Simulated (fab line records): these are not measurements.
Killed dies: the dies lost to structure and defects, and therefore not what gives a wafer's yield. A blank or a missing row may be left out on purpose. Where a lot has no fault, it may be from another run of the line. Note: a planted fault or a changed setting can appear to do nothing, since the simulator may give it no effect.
Chamber matching	flow n5-finfet	4 sister chambers for N5_MOL_CONTACT_COAG_ETCH_106 on rie-diel-06
The step etches SOC in N2/H2, target depth 80 nm, overetch 16 nm, time 120 s. 4 wafers are shown with their chamber, then 9 later ones without.

## WAFERS WITH THEIR CHAMBER
wafer	chamber	throttle-valve-pct (%)
L079.3	2	17.86
L089.4	1	18.07
L089.5	0	17.75
L089.6	3	18.31

## WAFERS WITHOUT THEIR CHAMBER
wafer	throttle-valve-pct (%)
L092.2	17.75
L092.3	18.34
L092.6	18.08
L093.2	18.34
L093.3	17.78
L093.5	18.09
L097.2	18.35
L097.3	17.54
L097.5	18.12

## CHAMBER TAKEN BY EACH
wafer	from the rows above	in truth
L092.2	can't be placed: 0 or 2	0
L092.3	3	3
L092.6	1	1
L093.2	3	3
L093.3	can't be placed: 0 or 2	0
L093.5	1	1
L097.2	3	3
L097.3	can't be placed: 0 or 2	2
L097.5	can't be placed: 1 or 3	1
5 of 9 placed correctly. These rows do not allow placing 4 (true chamber among the candidates in 4). 0 placed wrongly.
How it was worked out, from the rows above alone: a wafer's distance from a chamber is the root of the sum, over the readings, of the square of ((its reading less the chamber's mean) divided by the reading's scatter). The wafer belongs to the nearest chamber; if the next one is less than 2 further off, it can't be placed. The mean given for a chamber averages the wafers shown for that chamber. The scatter: root of mean squared gap, hidden wafer to nearest shown wafer, with one shown wafer a chamber.
